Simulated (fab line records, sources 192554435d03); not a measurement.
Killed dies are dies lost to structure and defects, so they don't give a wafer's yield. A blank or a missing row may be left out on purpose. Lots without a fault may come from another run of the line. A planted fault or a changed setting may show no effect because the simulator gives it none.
Split-lot experiment | flow n5_finfet | 7 lots, 21 wafers read, on a route of 1938 steps

THE SPLIT
At N5_BEOL_M4_COAT_05 (resist thk 30 nm), the setting spin_rpm was moved away from the recipe's 1500 rpm on 6 of the 21 wafers read, by -6.6% to +8.9%. The other wafers ran this setting at the recipe's value.

FROM THE SPLIT TO THE READING: what the file shows between them, 6 steps
- N5_BEOL_M4_EBR_07
- N5_BEOL_M4_SOFTBAKE_06: time 60 s
- N5_BEOL_M4_EXPOSE_08: exposes mask M4
- N5_BEOL_M4_PEB_09: peb time 60 s
- N5_BEOL_M4_DEVELOP_10: develop time 30 s
- N5_BEOL_M4_DESCUM_16: chemistry O2, time 7 s

THE READING
CAR-EUV_of_BEOL_M4_COAT_05.thk_nm (the simulator's own value, which no gauge read), in nm, at N5_BEOL_M4_ETCH_74 (etches underlayer in N2/H2, target depth 6.5 nm, time 5.2 s). The file gives no usual value for it. The 15 wafers here that ran the recipe average 20.3 nm, standard deviation 0.18 nm.

wafer  | tool, chamber at the split | spin_rpm as run, rpm | against the recipe | CAR-EUV_of_BEOL_M4_COAT_05.thk_nm, nm | against lot-mates on the recipe
L074.2 | litho_track-03, 0          | 1500                 | recipe             | 20                                    | -
L074.3 | litho_track-03, 0          | 1500                 | recipe             | 20.4                                  | -
L074.5 | litho_track-03, 0          | 1500                 | recipe             | 20.2                                  | -
L075.3 | litho_track-03, 0          | 1401                 | -6.6%              | 21.4                                  | +1.0
L075.5 | litho_track-03, 0          | 1401                 | -6.6%              | 21.4                                  | +1.0
L075.4 | litho_track-03, 0          | 1500                 | recipe             | 20.4                                  | -
L078.1 | litho_track-02, 0          | 1500                 | recipe             | 20.2                                  | -
L078.4 | litho_track-02, 0          | 1500                 | recipe             | 20.2                                  | -
L078.3 | litho_track-02, 0          | 1455                 | -3.0%              | 20.8                                  | +0.6
L080.1 | litho_track-03, 0          | 1500                 | recipe             | 20.4                                  | -
L080.4 | litho_track-03, 0          | 1500                 | recipe             | 20.4                                  | -
L080.6 | litho_track-03, 0          | 1500                 | recipe             | 20.6                                  | -
L086.3 | litho_track-03, 0          | 1633                 | +8.9%              | 19.4                                  | -1.0
L086.5 | litho_track-03, 0          | 1500                 | recipe             | 20.4                                  | -
L086.6 | litho_track-03, 0          | 1500                 | recipe             | 20.4                                  | -
L091.1 | litho_track-03, 0          | 1439                 | -4.1%              | 21                                    | +0.6
L091.2 | litho_track-03, 0          | 1500                 | recipe             | 20.4                                  | -
L091.4 | litho_track-03, 0          | 1439                 | -4.1%              | 20.8                                  | +0.4
L097.1 | litho_track-02, 0          | 1500                 | recipe             | 20.2                                  | -
L097.3 | litho_track-02, 0          | 1500                 | recipe             | 20                                    | -
L097.5 | litho_track-02, 0          | 1500                 | recipe             | 20                                    | -

THE FIT
A straight line over all 21 wafers: CAR-EUV_of_BEOL_M4_COAT_05.thk_nm changes by -0.137 nm for each +1% of spin_rpm; r = -0.92; the points scatter about the line by 0.19 nm.
The same after taking each lot's own level away (the mean of its wafers on the recipe; 21 wafers): -0.132 nm for each +1%; r = -0.97; scatter 0.11 nm.
On that fit, the largest move of spin_rpm shifts the reading by 1.2 nm.
The lots' own levels span 20.07 to 20.47 nm, that is 2.3 times the standard deviation above.
So the lot-to-lot level changes the slope little: the two slopes agree.
Check: with one of the wafers moved furthest among these (+8.9%) left out of the fit, the line predicts -1.31 nm for it against its lot-mates. It came out at -1 nm against them.

THE WHOLE CHAIN: every reading that the file lists as answering this split, in the file's order
step                  | what it does                                                | reading                                                                            | change (the file's fit)               | r (the file's)
N5_BEOL_M4_COAT_05    | resist thk 30 nm                                            | CAR-EUV_of_BEOL_M4_COAT_05.thk_nm (the simulator's own value, which no gauge read) | -0.162 nm for each +1% of the setting | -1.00
N5_BEOL_M4_DEVELOP_10 | develop time 30 s                                           | CAR-EUV_of_BEOL_M4_COAT_05.thk_nm (the simulator's own value, which no gauge read) | -0.151 nm for each +1% of the setting | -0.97
N5_BEOL_M4_DESCUM_16  | chemistry O2, time 7 s                                      | CAR-EUV_of_BEOL_M4_COAT_05.thk_nm (the simulator's own value, which no gauge read) | -0.141 nm for each +1% of the setting | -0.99
N5_BEOL_M4_ETCH_74    | etches underlayer in N2/H2, target depth 6.5 nm, time 5.2 s | CAR-EUV_of_BEOL_M4_COAT_05.thk_nm (the simulator's own value, which no gauge read) | -0.131 nm for each +1% of the setting | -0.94

THE FILE'S OWN FIT
CAR-EUV_of_BEOL_M4_COAT_05.thk_nm changes by -0.131 nm for each +1% of spin_rpm, r = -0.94.
